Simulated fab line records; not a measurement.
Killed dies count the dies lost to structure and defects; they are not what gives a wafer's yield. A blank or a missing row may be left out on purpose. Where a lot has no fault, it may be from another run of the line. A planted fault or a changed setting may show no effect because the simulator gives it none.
fab line records	flow n5-finfet
[record] lots = 10	wafers = 28	last-day = 17
route steps=1938 shown FIN_SAQP@111 BEOL_M4@1111 PASSIVATION@1936
lots with no fault: from the same line, run without faults
start-h: start of the lot's first displayed wafer, in hours after the record's first day	wait-h: time in hours since the lot's previous step	" unchanged from the row above	L1.1+2: a row that stands for several wafers	- either no value or no given start	* or withheld: withheld	< > ~ a bound
route shown NAME@n: names a module that has steps shown in the file, with the first one's number in the route	usual: mean/standard deviation taken from wafers without a fault	same: alike in all rows	chamber/n: place in a boat	sites: per-site readings	_std_site: the values' standard deviation	_edge_site: outer sites' mean less inner sites'	radius-mm: how far each site lies from the wafer's centre	mask NAME#n: copy n	behind: tool/chamber where the wafer was last shaped	hold: why the lot went on hold/how many hours it stayed there/how the hold came to an end	device: the transistor (n, p or np) that didn't switch	end of line: tests of these same wafers at the route's end	a step with no rows: only its recipe	killed: dies lost to structure and defects at the first sort, not the wafer's yield	map: dies across one wafer; x = killed, . = not, _ = none there
set.NAME: the run value of the setting; set.NAME@STEP: its run value at that earlier step	model.NAME: the simulator's own value behind a step, which no gauge read
steps of the route over a sample of lots; a table a step, a row a wafer
services: when a tool's chamber went out of use (start-h, in hours from the record's first day, below 0 if earlier), for how many hours, and the reason
[[steps]]
[step N5_FIN_SAQP_CD_MEAS_16]
[recipe] target-cd-nm = 35.6	landing-energy-ev = 500	detector = se-inlens
[usual] cd-nm = 35.8/0.44
lot.wafer	tool	chamber	start-h	wait-h	cd-nm
L673.3	cd-sem-02	0	27.52	-	36.3
L673.4	"	0	"	"	35.9
L673.6	"	0	"	"	35.5
L674.2	cd-sem-01	0	33.68	-	36.1
L674.4	"	0	"	"	35.6
L674.5	"	0	"	"	36.0
L675.5	cd-sem-03	0	39.78	-	35.9
L675.6	"	0	"	"	35.5
L681.1	cd-sem-02	0	76.36	-	36.0
L681.2	"	0	"	"	35.5
L681.5	"	0	"	"	36.2
L685.2	cd-sem-02	0	99.78	-	35.6
L685.4	"	0	"	"	36.3
L685.5	"	0	"	"	35.1
L688.2	cd-sem-01	0	119.15	-	35.7
L688.3	"	0	"	"	35.3
L688.6	"	0	"	"	35.8
L689.1	cd-sem-03	0	124.56	-	35.2
L689.3	"	0	"	"	35.6
L689.6	"	0	"	"	35.9
L690.1	cd-sem-01	0	130.63	-	35.2
L690.4	"	0	"	"	35.4
L690.5	"	0	"	"	35.7
L691.2	cd-sem-01	0	135.54	-	35.9
L691.3	"	0	"	"	35.5
L695.2	cd-sem-03	0	159.82	-	36.1
L695.3	"	0	"	"	35.9
L695.5	"	0	"	"	35.5
[step N5_FIN_SAQP_ETCH_52]
[recipe] chemistry = N2/H2	target = SOC	target-depth-a = 1000	overetch-a = 200	mask-material = SiARC	temp-c = 40	time-s = 150	ion-energy-ev = 200	pressure-mtorr = 30	source-w = 840	bias-w = 150	n2-flow-sccm = 200	h2-flow-sccm = 200	ends = end-point
[usual] drypump-motor-current-A = 5.6/0.44	oes-product-au = 0.71/0.072	rf-vpp-V = 524.2/2.7	showerhead-plenum-p-Torr = 2.55/0.078	throttle-valve-pct = 17.69/0.28
lot.wafer	tool	chamber	start-h	wait-h	drypump-motor-current-A	oes-product-au	rf-hours-counter-h	rf-vpp-V	showerhead-plenum-p-Torr	throttle-valve-pct
L673.3	rie-diel-06	1	27.87	0.0	5.6	0.65	221	521.6	2.53	17.98
L673.4	"	3	"	"	5.5	0.70	128	526.7	2.66	17.63
L673.6	"	1	"	"	5.6	0.65	-	522.3	2.53	18.01
L674.2	rie-diel-06	3	33.87	0.0	5.5	0.69	131	526.4	2.66	17.65
L674.4	"	1	"	"	5.5	0.64	224	524.1	2.53	17.99
L674.5	"	0	"	"	5.5	0.72	-	518.9	2.45	17.77
L675.5	rie-diel-01	0	40.01	0.0	5.2	0.67	-	525.4	2.62	17.85
L675.6	"	3	"	"	6.6	0.65	-	525.8	2.62	17.21
L681.1	rie-diel-05	3	76.58	0.0	5.2	0.83	12	520.9	2.51	17.57
L681.2	"	2	"	"	5.1	0.68	146	526.7	2.65	17.69
L681.5	"	0	"	"	5.4	0.64	-	523.7	2.55	18.01
L685.2	rie-diel-05	0	100.20	0.0	5.4	0.64	199	522.6	2.54	18.04
L685.4	"	2	"	"	5.1	0.67	155	525.8	2.64	17.73
L685.5	"	3	"	"	5.2	0.81	-	523.3	2.50	17.59
L688.2	rie-diel-01	1	119.33	0.0	6.1	0.66	183	521.7	2.44	18.09
L688.3	"	2	"	"	5.3	0.76	60	524.0	2.58	17.44
L688.6	"	2	"	"	5.3	0.76	-	525.6	2.58	17.44
L689.1	rie-diel-01	3	124.74	0.0	6.6	0.63	191	525.7	2.60	17.26
L689.3	"	0	"	"	5.2	0.65	200	526.5	2.61	17.92
L689.6	"	1	"	"	6.0	0.66	-	518.7	2.44	18.11
L690.1	rie-diel-01	0	130.85	0.0	5.2	0.65	202	526.3	2.61	17.91
L690.4	"	1	"	"	6.1	0.66	187	521.5	2.44	18.11
L690.5	"	2	"	"	5.3	0.76	-	523.4	2.58	17.46
L691.2	rie-diel-01	2	135.72	0.0	5.3	0.75	66	524.6	2.58	17.45
L691.3	"	1	"	"	6.0	0.65	189	520.9	2.44	18.09
L695.2	rie-diel-01	2	160.00	0.0	5.3	0.74	74	523.9	2.57	17.45
L695.3	"	0	"	"	5.2	0.63	212	523.2	2.61	17.93
L695.5	"	0	"	"	5.2	0.64	-	526.4	2.60	17.95
[step N5_FIN_SAQP_MANDREL_ETCH_22]
[recipe] target-depth-a = 600	chemistry = HBr/Cl2	target = a-Si	stop-on = SiNx	bt-time-s = 10	over-etch-frac = 0.5	time-s = 30	pressure-mtorr = 10	icp-w = 800	bias-w = 75	HBr_flow_sccm = 150	Cl2_flow_sccm = 80	ends = end-point
[usual] drypump-motor-current-A = 5.6/0.5	mfc-cl2-sccm = 80.05/0.23	oes-product-au = 0.766/0.013	throttle-valve-pct = 35.5/0.3
[same] over-etch-frac = 0.5
lot.wafer	tool	chamber	start-h	wait-h	drypump-motor-current-A	mfc-cl2-sccm	oes-product-au	rf-hours-counter-h	throttle-valve-pct
L673.3	rie-si-04	2	28.07	0.0	5.8	79.69	0.764	1	35.5
L673.4	"	3	"	"	5.3	80.07	0.798	82	35.1
L673.6	"	2	"	"	5.7	80.18	0.774	-	35.5
L674.2	rie-si-01	3	34.06	0.0	6.3	79.95	0.750	105	35.0
L674.4	"	0	"	"	4.7	80.02	0.782	51	36.1
L674.5	"	2	"	"	5.5	80.03	0.784	-	35.4
L675.5	rie-si-01	2	40.19	0.1	5.6	80.46	0.763	-	35.5
L675.6	"	1	"	"	4.9	79.99	0.760	-	35.5
L681.1	rie-si-01	0	76.77	0.0	4.8	79.86	0.765	52	36.1
L681.2	"	1	"	"	4.9	73.79	0.775	61	35.0
L681.5	"	3	"	"	6.4	80.21	0.762	-	35.0
L685.2	rie-si-01	2	100.39	0.0	5.5	80.29	0.783	17	35.4
L685.4	"	0	"	"	4.7	80.27	0.782	53	36.0
L685.5	"	1	"	"	4.9	73.39	0.770	-	35.0
L688.2	rie-si-06	2	119.52	0.0	5.4	79.87	0.729	83	35.0
L688.3	"	0	"	"	5.1	79.97	0.782	157	35.6
L688.6	"	1	"	"	6.0	80.28	0.770	-	35.8
L689.1	rie-si-04	0	124.94	0.0	5.4	79.82	0.755	132	35.5
L689.3	"	3	"	"	5.3	79.74	0.791	84	35.1
L689.6	"	1	"	"	6.6	80.30	0.771	-	35.7
L690.1	rie-si-04	3	131.04	0.0	5.4	79.83	0.782	84	35.1
L690.4	"	1	"	"	6.5	79.84	0.767	121	35.7
L690.5	"	1	"	"	6.5	80.06	0.780	-	35.7
L691.2	rie-si-06	0	135.91	0.0	5.1	79.78	0.774	157	35.6
L691.3	"	2	"	"	5.5	80.42	0.755	83	35.0
L695.2	rie-si-04	0	160.19	0.0	5.4	79.86	0.751	133	35.5
L695.3	"	3	"	"	5.3	80.15	0.804	84	35.1
L695.5	"	1	"	"	6.5	80.05	0.771	-	35.7
[step N5_FIN_SAQP_STRIP_55]
[recipe] chemistry = N2/H2	power-w = 500	temp-c = 40	pressure-mtorr = 50	rf-frequency-hz = 6e+07	overash-fraction = 0.3	bias-power-w = 28	h2-frac = 0.5	n2-flow-sccm = 300	h2-flow-sccm = 300
[usual] drypump-motor-current-A = 5.5/0.37	oes-product-au = 0.81/0.086	rf-vpp-V = 122.2/1.4	showerhead-plenum-p-Torr = 3.38/0.11	throttle-valve-pct = 18.6/0.39
lot.wafer	tool	chamber	start-h	wait-h	drypump-motor-current-A	oes-product-au	rf-hours-counter-h	rf-vpp-V	showerhead-plenum-p-Torr	throttle-valve-pct
L673.3	rie-diel-01	2	28.17	0.1	5.3	0.93	23	121.3	3.42	18.4
L673.4	"	0	"	"	5.2	0.75	165	121.8	3.47	19.1
L673.6	"	0	"	"	5.2	0.75	-	123.4	3.47	19.1
L674.2	rie-diel-05	1	34.16	0.1	5.3	0.91	33	122.8	3.54	18.2
L674.4	"	2	"	"	5.1	0.76	-	121.8	3.50	18.6
L674.5	"	3	"	"	5.2	0.99	-	121.7	3.32	18.4
L675.5	rie-diel-05	2	40.31	0.1	5.1	0.76	-	121.5	3.50	18.6
L675.6	"	3	"	"	5.2	0.97	-	122.5	3.32	18.4
L681.1	rie-diel-06	3	77.00	0.2	5.5	0.76	144	123.0	3.50	18.8
L681.2	"	1	"	"	5.6	0.74	238	122.1	3.33	19.0
L681.5	"	2	"	"	5.8	0.89	-	122.6	3.26	18.1
L685.2	rie-diel-06	2	100.61	0.2	5.9	0.89	46	120.5	3.25	18.2
L685.4	"	0	"	"	5.5	0.80	128	121.1	3.23	18.7
L685.5	"	3	"	"	5.5	0.75	-	119.7	3.50	18.8
L688.2	rie-diel-06	2	119.68	0.1	5.9	0.90	48	123.6	3.25	18.1
L688.3	"	3	"	"	5.5	0.76	153	123.7	3.50	18.8
L688.6	"	0	"	"	5.5	0.79	-	123.5	3.23	18.7
L689.1	rie-diel-01	3	125.03	0.1	6.6	0.70	191	121.8	3.44	17.9
L689.3	"	0	"	"	5.2	0.72	200	123.5	3.45	19.2
L689.6	"	0	"	"	5.2	0.72	-	121.2	3.45	19.1
L690.1	rie-diel-06	3	131.18	0.1	5.5	0.73	157	122.5	3.50	18.8
L690.4	"	0	"	"	5.5	0.77	-	121.1	3.23	18.7
L690.5	"	3	"	"	5.5	0.74	-	122.0	3.49	18.8
L691.2	rie-diel-06	2	136.02	0.1	5.9	0.88	55	121.1	3.25	18.2
L691.3	"	3	"	"	5.5	0.74	160	123.4	3.49	18.8
L695.2	rie-diel-06	0	160.43	0.2	5.6	0.78	145	120.4	3.22	18.7
L695.3	"	2	"	"	5.8	0.86	63	122.6	3.25	18.2
L695.5	"	2	"	"	5.8	0.86	-	123.0	3.24	18.2
[step N5_BEOL_M4_RC_MEAS_101]
[usual] DIBL_N = 36.7/2.6	DIBL_P = 36.9/2.8	IOFF_N = 0.17/0.043	IOFF_P = 0.22/0.05	ION_N = 678/15	ION_P = 465/9.2	SS_N = 71.6/0.79	SS_P = 73.5/0.82	VT_N = 250/3.9	VT_P = -250/3.7
lot.wafer	tool	chamber	start-h	wait-h	DIBL_N[mV/V]	DIBL_P[mV/V]	IOFF_N[nA/um]	IOFF_P[nA/um]	ION_N[uA/um]	ION_P[uA/um]	SS_N[mV/dec]	SS_P[mV/dec]	VT_N[mV]	VT_P[mV]
L674.2	prober-02	0	191.70	0.2	36.1	37.0	0.16	0.18	697	466	71.5	73.2	248	-254
L674.4	"	0	"	"	35.9	36.4	0.14	0.17	662	446	71.6	73.2	254	-255
L674.5	"	0	"	"	37.1	37.0	0.16	0.17	690	459	71.8	74.1	251	-257
L673.3	prober-02	0	195.40	0.3	34.3	34.6	0.15	0.21	681	469	71.6	72.6	248	-249
L673.4	"	0	"	"	34.4	35.3	0.14	0.21	678	467	70.9	72.8	251	-253
L673.6	"	0	"	"	35.2	35.6	0.15	0.21	685	469	71.4	73.2	251	-249
L675.5	prober-02	0	203.68	0.6	38.1	38.5	0.20	0.25	699	474	71.1	74.4	247	-246
L675.6	"	0	"	"	42.1	42.8	0.29	0.36	692	471	72.5	75.2	242	-243
L681.1	prober-01	0	243.57	0.0	35.4	34.6	0.13	0.16	672	455	70.6	72.9	254	-257
L681.2	"	0	"	"	34.8	34.0	0.13	0.15	676	458	71.0	72.4	254	-257
L681.5	"	0	"	"	38.5	38.0	0.18	0.20	686	469	71.5	74.6	250	-256
L685.2	prober-02	0	263.20	0.2	38.2	39.6	0.21	0.23	692	465	71.5	74.5	245	-251
L685.4	"	0	"	"	36.6	37.8	0.16	0.18	691	458	71.5	72.9	250	-254
L685.5	"	0	"	"	34.1	35.4	0.14	0.17	674	464	70.1	72.3	248	-256
L688.2	prober-02	0	269.78	0.2	37.8	37.5	0.18	0.23	678	461	71.8	73.5	248	-250
L688.3	"	0	"	"	35.0	35.2	0.13	0.20	669	467	71.2	72.2	251	-251
L688.6	"	0	"	"	33.4	32.9	0.12	0.16	667	460	70.8	73.3	253	-252
L689.1	prober-01	0	272.71	0.0	37.1	36.6	0.16	0.21	675	466	72.0	73.8	248	-248
L689.3	"	0	"	"	35.9	35.2	0.14	0.18	684	466	71.7	72.9	250	-252
L689.6	"	0	"	"	36.6	35.2	0.15	0.19	666	456	72.3	73.9	252	-251
L690.1	prober-01	0	292.09	0.0	36.0	36.6	0.15	0.22	670	467	71.3	73.3	248	-248
L690.4	"	0	"	"	36.9	37.5	0.18	0.25	671	460	71.8	74.7	247	-247
L690.5	"	0	"	"	35.1	34.9	0.14	0.19	660	451	71.2	73.2	249	-253
L691.2	prober-02	0	300.57	0.2	33.9	34.0	0.12	0.17	663	449	71.5	72.6	252	-251
L691.3	"	0	"	"	32.4	32.2	0.11	0.16	675	465	70.7	71.9	252	-254
L695.2	prober-02	0	309.73	0.2	36.5	37.1	0.14	0.20	683	469	71.2	73.3	255	-253
L695.3	"	0	"	"	39.4	40.4	0.18	0.25	673	464	71.8	74.1	252	-251
L695.5	"	0	"	"	36.1	36.5	0.13	0.18	667	456	71.5	72.9	253	-253
[step N5_PASSIVATION_PROBE_49]
[usual] defect-limited-yield = 91.0/1.4	killed_at_M0_to_M3 = 36/9.6	killed_at_M4_up = 14/6.1	killed-at-contacts = 13/6.6	killed-at-front-end = 40/11	killed-at-other = 3.2/2.9	killed-dies = 106/17	killed-open = 71/12	killed-short = 33/7.3	sort_bin_4_leakage = 0.02/0.11	sort_bin_5_function = 5.3/1	sort_bin_6_memory = 3.4/0.68	sort-n-pass = 1073/19	sort-yield-pct = 91.0/1.6
[same] gross-dies = 1180	killed-at-back-side = 0	sort_bin_8_speed[%] = 0
lot.wafer	tool	chamber	start-h	wait-h	defect-limited-yield[%]	killed_at_M0_to_M3	killed_at_M4_up	killed-at-contacts	killed-at-front-end	killed-at-other	killed-dies	killed-open	killed-short	sort_bin_4_leakage[%]	sort_bin_5_function[%]	sort_bin_6_memory[%]	sort-n-pass	sort-yield-pct[%]
L674.2	prober-01	-	299.45	0.1	91.8	42	16	12	26	1	97	64	32	0	4.7	3.2	1083	91.8
L674.4	prober-01	-	299.55	0.2	92.1	25	8	12	42	6	93	55	38	0	5.4	2.0	1087	92.1
L674.5	prober-01	-	299.60	0.2	91.1	32	19	8	42	4	105	68	35	0	5.2	3.6	1075	91.1
L673.3	prober-01	-	305.89	0.1	92.3	33	21	9	27	1	91	57	30	0	4.3	3.1	1089	92.3
L673.4	prober-01	-	305.94	0.2	90.2	21	14	34	44	3	116	86	30	0	5.3	4.2	1064	90.2
L673.6	prober-01	-	306.04	0.3	91.5	20	15	8	53	4	100	62	36	0	5.4	2.5	1080	91.5
L675.5	prober-01	-	315.39	0.2	91.9	29	7	2	50	7	95	73	21	0	5.5	2.5	1085	91.9
L675.6	prober-01	-	315.44	0.3	92.0	25	16	11	37	5	94	58	34	0.17	4.7	2.6	1084	91.9
L681.1	prober-02	-	346.84	0.0	91.9	36	19	1	38	2	96	59	37	0	3.7	3.7	1084	91.9
L681.2	prober-02	-	346.89	0.1	90.1	39	10	6	55	7	117	79	33	0	6.4	3.1	1063	90.1
L681.5	prober-02	-	347.04	0.2	89.7	29	11	12	60	10	122	72	29	0	7.2	2.6	1058	89.7
L685.2	prober-02	-	365.99	0.1	90.3	45	14	16	37	2	114	73	40	0	6.6	2.7	1066	90.3
L685.4	prober-02	-	366.09	0.2	91.6	40	15	12	30	2	99	51	48	0	4.7	3.3	1081	91.6
L685.5	prober-02	-	366.14	0.2	90.0	34	20	23	33	8	118	81	35	0	6.5	3.1	1062	90.0
L688.2	prober-01	-	372.64	0.1	90.3	29	20	22	43	1	115	85	29	0	6.4	3.2	1065	90.3
L688.3	prober-01	-	372.69	0.1	87.3	33	27	19	70	1	150	99	48	0	7.8	4.6	1030	87.3
L688.6	prober-01	-	372.84	0.3	90.4	33	23	10	45	2	113	81	31	0	5.4	3.8	1067	90.4
L689.1	prober-01	-	385.25	0.0	92.2	32	25	13	22	0	92	58	34	0	4.3	3.3	1088	92.2
L689.3	prober-01	-	385.35	0.1	90.6	50	12	8	41	0	111	64	39	0	5.7	2.8	1069	90.6
L689.6	prober-01	-	385.50	0.3	90.2	59	15	16	26	0	116	79	34	0	4.9	4.6	1064	90.2
L690.1	prober-02	-	391.42	0.0	89.7	46	9	13	47	6	121	81	33	0	6.0	3.8	1059	89.7
L690.4	prober-02	-	391.57	0.2	93.3	30	8	10	28	3	79	51	28	0	3.8	2.6	1101	93.3
L690.5	prober-02	-	391.62	0.2	91.9	40	13	17	26	0	96	62	33	0	4.9	3.0	1084	91.9
L691.2	prober-01	-	409.47	0.1	91.4	27	13	20	36	5	101	60	39	0	5.1	2.8	1079	91.4
L691.3	prober-01	-	409.52	0.1	90.5	47	21	10	33	1	112	73	37	0	6.0	3.1	1068	90.5
L695.2	prober-01	-	413.94	0.1	92.5	40	7	3	37	1	88	58	26	0	4.7	2.7	1092	92.5
L695.3	prober-01	-	413.99	0.1	92.4	38	13	11	26	2	90	64	23	0	5.3	2.4	1090	92.4
L695.5	prober-01	-	414.09	0.2	91.9	37	16	14	25	3	95	66	29	0	4.5	3.2	1085	91.9
// killed by level:class
L674.2 MOL_CONTACT_COAG:geometric-particle:open=11 BEOL_M0_SAQP:geometric-particle:open=11 BEOL_M0_SAQP:geometric-particle:short=11 BEOL_M1:geometric-particle:open=7 BEOL_M2:geometric-particle:open=6 FIN_SAQP:geometric-particle:short=5 STI_FIN_REVEAL:geometric-particle:open=5 BEOL_M4:geometric-particle:open=5
L674.4 MOL_CONTACT_COAG:geometric-particle:open=9 BEOL_M1:geometric-particle:open=9 STI_FIN_REVEAL:geometric-particle:open=7 STARTING-WAFER:geometric-particle:short=6 STI_FIN_REVEAL:geometric-particle:short=5 DUMMY_GATE:geometric-particle:open=5 FIN_SAQP:geometric-particle:short=4 GATE_CUT:geometric-particle:short=4
L674.5 FIN_SAQP:geometric-particle:open=11 BEOL_M1:geometric-particle:open=10 BEOL_M0_SAQP:geometric-particle:short=9 STI_FIN_REVEAL:geometric-particle:open=8 BEOL_M0_SAQP:geometric-particle:open=8 BEOL_M4:geometric-particle:open=8 GATE_CUT:geometric-particle:short=6 FIN_SAQP:geometric-particle:short=5
L673.3 BEOL_M4:geometric-particle:open=10 MOL_CONTACT_COAG:geometric-particle:open=7 BEOL_M1:geometric-particle:open=7 STI_FIN_REVEAL:geometric-particle:open=6 BEOL_M0_SAQP:geometric-particle:open=5 FIN_SAQP:geometric-particle:short=4 BEOL_M2:geometric-particle:open=4 BEOL_M2:geometric-particle:short=4
L673.4 MOL_CONTACT_COAG:geometric-particle:open=27 STI_FIN_REVEAL:geometric-particle:open=23 MOL_CONTACT_COAG:geometric-particle:short=7 BEOL_M2:geometric-particle:open=7 BEOL_M4:geometric-particle:open=7 FIN_SAQP:geometric-particle:open=5 FIN_SAQP:geometric-particle:short=3 STI_FIN_REVEAL:geometric-particle:short=3
L673.6 STI_FIN_REVEAL:geometric-particle:open=15 FIN_SAQP:geometric-particle:open=8 DUMMY_GATE:geometric-particle:open=7 GATE_CUT:geometric-particle:short=7 MOL_CONTACT_COAG:geometric-particle:open=7 FIN_SAQP:geometric-particle:short=6 BEOL_M5:geometric-particle:open=5 BEOL_M0_SAQP:geometric-particle:short=4
L675.5 FIN_SAQP:geometric-particle:open=15 BEOL_M2:geometric-particle:open=8 BEOL_M1:geometric-particle:open=7 GATE_CUT:geometric-particle:open=6 STI_FIN_REVEAL:geometric-particle:open=5 BEOL_M3:geometric-particle:open=5 ILD0:geometric-particle:short=4 GATE_CUT:geometric-particle:short=4
L675.6 BEOL_M2:geometric-particle:open=8 FIN_SAQP:geometric-particle:open=7 MOL_CONTACT_COAG:geometric-particle:short=6 BEOL_M4:geometric-particle:open=6 FIN_SAQP:geometric-particle:short=5 STI_FIN_REVEAL:geometric-particle:open=5 MOL_CONTACT_COAG:geometric-particle:open=5 BEOL_M4:geometric-particle:short=4
L681.1 BEOL_M3:geometric-particle:open=11 BEOL_M4:geometric-particle:open=11 BEOL_M0_SAQP:geometric-particle:open=9 BEOL_M0_SAQP:geometric-particle:short=6 BEOL_M2:geometric-particle:open=5 STI_FIN_REVEAL:geometric-particle:open=4 DUMMY_GATE:geometric-particle:short=4 SPACER0:geometric-particle:short=4
L681.2 FIN_SAQP:geometric-particle:open=19 BEOL_M0_SAQP:geometric-particle:open=9 FIN_SAQP:geometric-particle:short=8 BEOL_M3:geometric-particle:open=8 DUMMY_GATE:geometric-particle:open=6 MOL_CONTACT_COAG:geometric-particle:open=6 BEOL_M2:geometric-particle:open=6 BEOL_M1:geometric-particle:open=5
L681.5 FIN_SAQP:geometric-particle:open=15 FIN_CUT:area-etch=14 MOL_CONTACT_COAG:geometric-particle:open=10 BEOL_M0_SAQP:geometric-particle:short=10 BEOL_M0_SAQP:geometric-particle:open=8 PASSIVATION:area-etch=7 FIN_SAQP:geometric-particle:short=6 BEOL_M4:geometric-particle:open=6
L685.2 BEOL_M3:geometric-particle:open=13 MOL_CONTACT_COAG:geometric-particle:open=11 BEOL_M1:geometric-particle:open=11 GATE_CUT:geometric-particle:short=9 BEOL_M0_SAQP:geometric-particle:short=9 FIN_SAQP:geometric-particle:short=6 BEOL_M0_SAQP:geometric-particle:open=6 GATE_CUT:geometric-particle:open=5
L685.4 BEOL_M0_SAQP:geometric-particle:short=12 GATE_CUT:geometric-particle:short=7 MOL_CONTACT_COAG:geometric-particle:open=7 BEOL_M0_SAQP:geometric-particle:open=7 BEOL_M4:geometric-particle:open=7 MOL_CONTACT_COAG:geometric-particle:short=5 ILD0:geometric-particle:short=5 ILD0:geometric-particle:open=5
L685.5 MOL_CONTACT_COAG:geometric-particle:open=16 BEOL_M2:geometric-particle:open=13 STI_FIN_REVEAL:geometric-particle:open=9 BEOL_M4:geometric-particle:open=9 MOL_CONTACT_COAG:geometric-particle:short=7 BEOL_M0_SAQP:geometric-particle:short=6 FIN_SAQP:geometric-particle:open=4 BEOL_M0_SAQP:geometric-particle:open=4
L688.2 MOL_CONTACT_COAG:geometric-particle:open=17 STI_FIN_REVEAL:geometric-particle:open=11 BEOL_M4:geometric-particle:open=9 BEOL_M0_SAQP:geometric-particle:open=8 BEOL_M1:geometric-particle:open=8 BEOL_M2:geometric-particle:open=7 DUMMY_GATE:geometric-particle:open=5 MOL_CONTACT_COAG:geometric-particle:short=5
L688.3 STI_FIN_REVEAL:geometric-particle:open=17 FIN_SAQP:geometric-particle:open=16 MOL_CONTACT_COAG:geometric-particle:open=13 BEOL_M4:geometric-particle:open=12 BEOL_M0_SAQP:geometric-particle:open=9 BEOL_M2:geometric-particle:open=8 DUMMY_GATE:geometric-particle:open=6 GATE_CUT:geometric-particle:short=6
L688.6 BEOL_M0_SAQP:geometric-particle:open=14 BEOL_M4:geometric-particle:open=12 STI_FIN_REVEAL:geometric-particle:open=12 MOL_CONTACT_COAG:geometric-particle:open=9 FIN_SAQP:geometric-particle:short=7 BEOL_M0_SAQP:geometric-particle:short=7 STI_FIN_REVEAL:geometric-particle:short=5 FIN_SAQP:geometric-particle:open=4
L689.1 BEOL_M4:geometric-particle:open=13 MOL_CONTACT_COAG:geometric-particle:open=10 BEOL_M1:geometric-particle:open=10 BEOL_M0_SAQP:geometric-particle:short=9 BEOL_M1:geometric-particle:short=7 STARTING-WAFER:geometric-particle:open=4 STARTING-WAFER:geometric-particle:short=4 FIN_SAQP:geometric-particle:short=3
L689.3 BEOL_M1:geometric-particle:open=14 BEOL_M0_SAQP:geometric-particle:open=10 FIN_SAQP:geometric-particle:short=9 BEOL_M4:geometric-particle:open=8 BEOL_M1:geometric-particle:short=7 BEOL_M2:geometric-particle:open=7 MOL_CONTACT_COAG:geometric-particle:open=6 FIN_SAQP:geometric-particle:open=5
L689.6 BEOL_M1:geometric-particle:open=18 MOL_CONTACT_COAG:geometric-particle:open=13 BEOL_M0_SAQP:geometric-particle:open=12 BEOL_M0_SAQP:geometric-particle:short=11 BEOL_M1:geometric-particle:short=6 FIN_SAQP:geometric-particle:short=5 FIN_SAQP:geometric-particle:open=5 BEOL_M3:geometric-particle:open=4
L690.1 STI_FIN_REVEAL:geometric-particle:open=17 BEOL_M2:geometric-particle:open=16 MOL_CONTACT_COAG:geometric-particle:open=10 BEOL_M3:geometric-particle:open=10 BEOL_M0_SAQP:geometric-particle:short=7 FIN_CUT:area-etch=7 BEOL_M4:geometric-particle:open=6 DUMMY_GATE:geometric-particle:open=5
L690.4 DUMMY_GATE:geometric-particle:open=9 BEOL_M2:geometric-particle:open=8 MOL_CONTACT_COAG:geometric-particle:open=7 FIN_SAQP:geometric-particle:short=5 BEOL_M0_SAQP:geometric-particle:short=5 BEOL_M0:geometric-particle:open=5 BEOL_M0_SAQP:geometric-particle:open=4 STARTING-WAFER:geometric-particle:short=4
L690.5 MOL_CONTACT_COAG:geometric-particle:open=13 BEOL_M3:geometric-particle:open=13 BEOL_M0_SAQP:geometric-particle:short=7 FIN_SAQP:geometric-particle:short=6 BEOL_M2:geometric-particle:open=6 DUMMY_GATE:geometric-particle:open=5 STI_FIN_REVEAL:geometric-particle:open=4 GATE_CUT:geometric-particle:short=4
L691.2 MOL_CONTACT_COAG:geometric-particle:open=14 FIN_SAQP:geometric-particle:short=13 STI_FIN_REVEAL:geometric-particle:open=8 BEOL_M1:geometric-particle:open=7 MOL_CONTACT_COAG:geometric-particle:short=6 FIN_SAQP:geometric-particle:open=4 BEOL_M2:geometric-particle:short=4 BEOL_M4:geometric-particle:open=4
L691.3 STI_FIN_REVEAL:geometric-particle:open=11 BEOL_M1:geometric-particle:open=10 BEOL_M2:geometric-particle:open=10 BEOL_M0_SAQP:geometric-particle:open=9 BEOL_M0_SAQP:geometric-particle:short=9 FIN_SAQP:geometric-particle:short=8 BEOL_M4:geometric-particle:open=8 MOL_CONTACT_COAG:geometric-particle:open=7
L695.2 BEOL_M3:geometric-particle:open=13 FIN_SAQP:geometric-particle:short=10 BEOL_M2:geometric-particle:open=9 STI_FIN_REVEAL:geometric-particle:open=8 DUMMY_GATE:geometric-particle:open=6 BEOL_M3:geometric-particle:short=6 BEOL_M1:geometric-particle:open=5 FIN_SAQP:geometric-particle:open=4
L695.3 MOL_CONTACT_COAG:geometric-particle:open=10 BEOL_M0_SAQP:geometric-particle:open=9 BEOL_M0_SAQP:geometric-particle:short=7 FIN_SAQP:geometric-particle:open=6 BEOL_M0:geometric-particle:open=5 BEOL_M2:geometric-particle:open=5 BEOL_M4:geometric-particle:open=4 GATE_CUT:geometric-particle:short=4
L695.5 MOL_CONTACT_COAG:geometric-particle:open=13 BEOL_M0_SAQP:geometric-particle:open=11 FIN_SAQP:geometric-particle:open=9 BEOL_M0_SAQP:geometric-particle:short=8 BEOL_M2:geometric-particle:open=6 BEOL_M8:geometric-particle:open=6 BEOL_M4:geometric-particle:open=4 BEOL_M3:geometric-particle:open=4
[[services]]
tool	chamber	start-h	hours	kind
rie-si-06	-	6.67	0.4	repair
rie-si-01	2	19.43	2.2	repair
rie-diel-05	0	20.37	14.8	repair
rie-si-06	3	21.49	1.0	repair
rie-si-06	3	24.63	3.5	repair
rie-diel-05	3	35.77	2.5	repair
rie-si-04	-	38.15	0.4	repair
rie-diel-05	3	58.57	3.7	repair
rie-diel-01	1	59.16	9.5	repair
rie-si-01	2	65.46	2.9	repair
rie-diel-06	0	66.90	6.4	repair
rie-si-01	3	69.23	6.3	repair
rie-diel-05	1	74.67	4.5	repair
rie-diel-06	-	104.20	14.6	pm
rie-diel-01	0	116.87	1.2	repair
rie-si-01	2	120.02	3.5	repair
rie-diel-06	1	125.03	-	clean
rie-diel-06	1	125.03	-	consumable-replace:focus-ring
rie-diel-06	1	125.03	21.7	scheduled-down
rie-diel-06	1	125.03	21.7	vent-cycle
rie-si-01	-	129.49	14.6	pm
rie-si-04	3	131.65	3.1	repair
rie-si-04	0	155.26	4.9	repair
rie-si-01	-	155.71	0.1	repair
[[key]]
[first-sign] step = N5_FIN_SAQP_MANDREL_ETCH_22	reading = mfc-cl2-sccm	direction = down	sigmas = 28	usual = 80.05	struck = 73.59
effect none on later readings
met-at N5_FIN_SAQP_MANDREL_ETCH_22
struck-lots L681,L685
struck-wafers L681.2,L685.5
[baseline-loss] step = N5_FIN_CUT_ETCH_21	wafers = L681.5
not-acting-at N5_FIN_SAQP_CD_MEAS_16,N5_FIN_SAQP_ETCH_52,N5_FIN_SAQP_STRIP_55
onset-between 40.19 76.77
[fault] kind = process-parameter-drift	tool = rie-si-01	chamber = 1	onset-h = 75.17	steps = N5_FIN_SAQP_MANDREL_ETCH_22	channel = Cl2_flow_sccm	offset = -6.3825	shape = step	end-h = 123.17	acts-in = these-recipes-only	stated = 80
// baseline-loss: these wafers lose ten dies or more at that step, a loss of the line's own and not of a fault; the sort's usual values leave them out
